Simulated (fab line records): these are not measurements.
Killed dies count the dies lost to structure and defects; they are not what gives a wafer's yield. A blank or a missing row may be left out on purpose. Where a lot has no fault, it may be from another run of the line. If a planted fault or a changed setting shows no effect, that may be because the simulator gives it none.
Which tool is to blame? | flow n5_finfet | 24 lots, 72 wafers sampled, at 3 steps of a route of 1938

== WHAT THE GAUGES SHOWED, per wafer ==
N5_BEOL_M5_INSPECT_13: inspects for defects (brightfield). Usual: raw_defect_count 427, standard deviation 88.
lot  | measured     | on                | raw_defect_count | flag
L074 | day 7 22:20  | defect_inspect-01 | 421 382 408      |
L075 | day 8 12:41  | defect_inspect-01 | 328 408 327      |
L076 | day 8 14:46  | defect_inspect-01 | 399 329 293      |
L077 | day 8 18:29  | defect_inspect-01 | 295 377 343      |
L078 | day 9 00:50  | defect_inspect-02 | 422 388 418      |
L079 | day 9 08:59  | defect_inspect-02 | 458 306 527      |
L080 | day 9 16:12  | defect_inspect-02 | 425 492 540      |
L082 | day 10 00:16 | defect_inspect-01 | 366 527 444      |
L081 | day 10 02:54 | defect_inspect-02 | 442 464 426      |
L083 | day 10 04:08 | defect_inspect-02 | 501 428 460      |
L084 | day 10 05:11 | defect_inspect-02 | 448 469 671      |
L085 | day 10 21:02 | defect_inspect-01 | 334 377 317      |
L086 | day 11 04:21 | defect_inspect-01 | 527 426 344      |
L088 | day 11 07:25 | defect_inspect-01 | 259 330 376      |
L087 | day 11 07:55 | defect_inspect-01 | 423 424 492      |
L089 | day 12 03:28 | defect_inspect-02 | 429 365 304      |
L090 | day 12 08:29 | defect_inspect-02 | 485 531 656      |
L091 | day 12 11:35 | defect_inspect-01 | 554 365 457      |
L093 | day 12 14:14 | defect_inspect-02 | 375 331 328      |
L092 | day 12 15:08 | defect_inspect-01 | 336 307 502      |
L094 | day 13 03:20 | defect_inspect-02 | 363 546 374      |
L095 | day 13 05:52 | defect_inspect-02 | 530 428 518      |
L097 | day 13 17:59 | defect_inspect-01 | 395 407 285      |
L096 | day 13 18:43 | defect_inspect-02 | 526 493 573      |

N5_BEOL_M5_OVL_MEAS_29. Usual: for V4_OVL the level is 0.1 nm and the standard deviation is 0.63.
lot  | measured     | on         | V4_OVL (nm)    | flag
L074 | day 7 23:17  | overlay-02 | 0.2 0.0 0.0    |
L075 | day 8 13:29  | overlay-02 | 1.3 0.9 0.3    |
L076 | day 8 16:20  | overlay-02 | -0.4 0.4 -0.1  |
L077 | day 9 00:44  | overlay-02 | 0.3 0.8 -0.1   |
L078 | day 9 01:47  | overlay-02 | -0.3 0.3 0.1   |
L079 | day 9 09:50  | overlay-01 | -0.7 1.0 -0.1  |
L080 | day 9 17:08  | overlay-01 | -0.9 -0.2 -0.1 |
L082 | day 10 02:11 | overlay-01 | 0.5 -0.3 0.0   |
L081 | day 10 04:29 | overlay-02 | 0.1 0.6 -0.1   |
L083 | day 10 05:28 | overlay-02 | 1.0 0.1 0.4    |
L084 | day 10 06:17 | overlay-01 | -1.0 0.5 0.6   |
L085 | day 10 22:31 | overlay-02 | 2.0 1.0 0.6    |
L086 | day 11 06:41 | overlay-01 | 0.9 0.0 1.4    |
L088 | day 11 08:29 | overlay-01 | -1.0 -0.3 -1.0 |
L087 | day 11 08:56 | overlay-01 | -0.3 0.1 -1.1  |
L089 | day 12 04:25 | overlay-01 | 0.9 1.1 0.2    |
L090 | day 12 13:14 | overlay-02 | 0.2 0.2 -0.1   |
L091 | day 12 13:17 | overlay-01 | -0.6 -1.0 -0.6 |
L093 | day 12 16:42 | overlay-01 | 1.7 0.5 0.4    |
L092 | day 12 16:29 | overlay-02 | 0.1 -0.5 0.8   |
L094 | day 13 04:10 | overlay-02 | -0.2 -0.5 0.2  |
L095 | day 13 06:40 | overlay-02 | -0.1 0.6 -0.4  |
L097 | day 13 19:56 | overlay-02 | -0.4 0.8 0.1   |
L096 | day 13 20:01 | overlay-01 | 0.5 -1.4 -0.1  |

== WHAT TOOL EACH LOT RAN ON (gives the tool, then ch and the chambers of the sampled wafers, and finally the start) ==
lot  | N5_BEOL_M5_DESCUM_16
L074 | rie_diel-03 ch 0,1,3, day 7 22:22
L075 | rie_diel-06 ch 0,2,3, day 8 12:43
L076 | rie_diel-06 ch 2,3, day 8 14:48
L077 | rie_diel-03 ch 2,3, day 8 18:34
L078 | rie_diel-03 ch 0,1,2, day 9 01:00
L079 | rie_diel-06 ch 1,2, day 9 09:01
L080 | rie_diel-05 ch 1,2,3, day 9 16:14
L082 | rie_diel-05 ch 0,1,3, day 10 00:18
L081 | rie_diel-03 ch 0,1, day 10 03:10
L083 | rie_diel-06 ch 1,2,3, day 10 04:31
L084 | rie_diel-05 ch 0,1, day 10 05:19
L085 | rie_diel-06 ch 0,1,2, day 10 21:07
L086 | rie_diel-03 ch 0,1,3, day 11 04:56
L088 | rie_diel-05 ch 0,1,2, day 11 07:28
L087 | rie_diel-06 ch 0,3, day 11 07:56
L089 | rie_diel-03 ch 0,1,2, day 12 03:31
L090 | rie_diel-05 ch 0,1,2, day 12 08:32
L091 | rie_diel-03 ch 0,1,3, day 12 12:03
L093 | rie_diel-05 ch 2,3, day 12 14:16
L092 | rie_diel-06 ch 0,1, day 12 15:10
L094 | rie_diel-05 ch 0,1,3, day 13 03:22
L095 | rie_diel-03 ch 0,2, day 13 05:54
L097 | rie_diel-03 ch 0,1, day 13 18:01
L096 | rie_diel-06 ch 0,2,3, day 13 18:46
- N5_BEOL_M5_DESCUM_16: chemistry O2, time 7 s.

== AS READ BY THE TOOLS THEMSELVES (means over the sampled wafers that have a number; for cases with no such wafer, the mark the record gives instead) ==
N5_BEOL_M5_DESCUM_16. Usual: value, then standard deviation, for each; bias_power_w 20.01 W / 0.061; drypump_motor_current_A 5.5 A / 0.47; oes_product_au 0.79 a.u. / 0.087; rf_vpp_V 243.4 V / 1.2; showerhead_plenum_p_Torr 2.11 Torr / 0.065; temp_c 40.01 C / 0.12; throttle_valve_pct 20.42 % / 0.22.
lot  | tool        | bias_power_w (W) | drypump_motor_current_A (A) | oes_product_au (a.u.) | rf_vpp_V (V) | showerhead_plenum_p_Torr (Torr) | temp_c (C) | throttle_valve_pct (%) | flag
L074 | rie_diel-03 | 20.01            | 5.2                         | 0.75                  | 243.8        | 2.15                            | 40.12      | 20.35                  |
L075 | rie_diel-06 | 20.01            | 6.0                         | 0.81                  | 241.8        | 2.05                            | 40.04      | 20.54                  |
L076 | rie_diel-06 | 20.05            | 6.4                         | 0.84                  | 243.4        | 2.09                            | 40.09      | 20.37                  |
L077 | rie_diel-03 | 20.05            | 5.0                         | 0.88                  | 243.7        | 2.09                            | 39.86      | 20.15                  |
L078 | rie_diel-03 | 20.01            | 5.1                         | 0.78                  | 243.7        | 2.12                            | 39.99      | 20.23                  |
L079 | rie_diel-06 | 20.00            | 5.6                         | 0.78                  | 242.7        | 2.05                            | 40.12      | 20.69                  |
L080 | rie_diel-05 | 19.98            | 5.7                         | 0.80                  | 243.9        | 2.16                            | 39.99      | 20.53                  |
L082 | rie_diel-05 | 19.95            | 5.4                         | 0.82                  | 244.1        | 2.16                            | 39.99      | 20.33                  |
L081 | rie_diel-03 | 20.02            | 5.2                         | 0.70                  | 243.4        | 2.16                            | 40.13      | 20.43                  |
L083 | rie_diel-06 | 19.98            | 5.9                         | 0.82                  | 242.5        | 2.08                            | 40.12      | 20.49                  |
L084 | rie_diel-05 | 20.02            | 5.4                         | 0.82                  | 243.8        | 2.13                            | 39.92      | 20.25                  |
L085 | rie_diel-06 | 20.02            | 5.5                         | 0.77                  | 243.0        | 2.04                            | 39.97      | 20.67                  |
L086 | rie_diel-03 | 20.03            | 5.2                         | 0.73                  | 243.6        | 2.14                            | 40.00      | 20.39                  |
L088 | rie_diel-05 | 20.03            | 5.6                         | 0.88                  | 243.1        | 2.11                            | 39.84      | 20.34                  |
L087 | rie_diel-06 | 20.02            | 6.3                         | 0.82                  | 242.9        | 2.08                            | 39.97      | 20.36                  |
L089 | rie_diel-03 | 20.04            | 5.1                         | 0.75                  | 243.8        | 2.12                            | 39.89      | 20.28                  |
L090 | rie_diel-05 | 19.96            | 5.6                         | 0.86                  | 244.0        | 2.11                            | 39.92      | 20.35                  |
L091 | rie_diel-03 | 20.04            | 5.2                         | 0.72                  | 243.9        | 2.13                            | 39.88      | 20.41                  |
L093 | rie_diel-05 | 20.03            | 5.6                         | 0.80                  | 243.6        | 2.13                            | 40.00      | 20.44                  |
L092 | rie_diel-06 | 19.99            | 5.4                         | 0.77                  | 241.8        | 2.04                            | 40.06      | 20.64                  |
L094 | rie_diel-05 | 20.06            | 5.4                         | 0.78                  | 243.3        | 2.15                            | 39.96      | 20.37                  |
L095 | rie_diel-03 | 20.03            | 5.1                         | 0.74                  | 244.6        | 2.12                            | 39.99      | 20.31                  |
L097 | rie_diel-03 | 20.02            | 5.2                         | 0.67                  | 245.0        | 2.15                            | 40.04      | 20.47                  |
L096 | rie_diel-06 | 20.04            | 6.0                         | 0.76                  | 242.0        | 2.04                            | 40.04      | 20.60                  |

== THE ANSWER, worked out from the rows above alone ==
Rule: take the mean of a lot's wafers that have a number; if it is more than 3 standard deviations from the usual mean, the lot is off. Also off: a lot with no number at a reading for which 4 or more lots have one. The other lots that the step has rows for count as sound. First the gauges in route order, then the tools' own readings, where a lot's mean is used as printed above. The first step at which some lot is off is used, and at that step the reading that is off furthest; a lot without a number counts as furthest.
Nothing can be told from this: no lot is off at any reading shown.

== WHAT HAD BEEN PUT IN BY THE SIMULATOR ==
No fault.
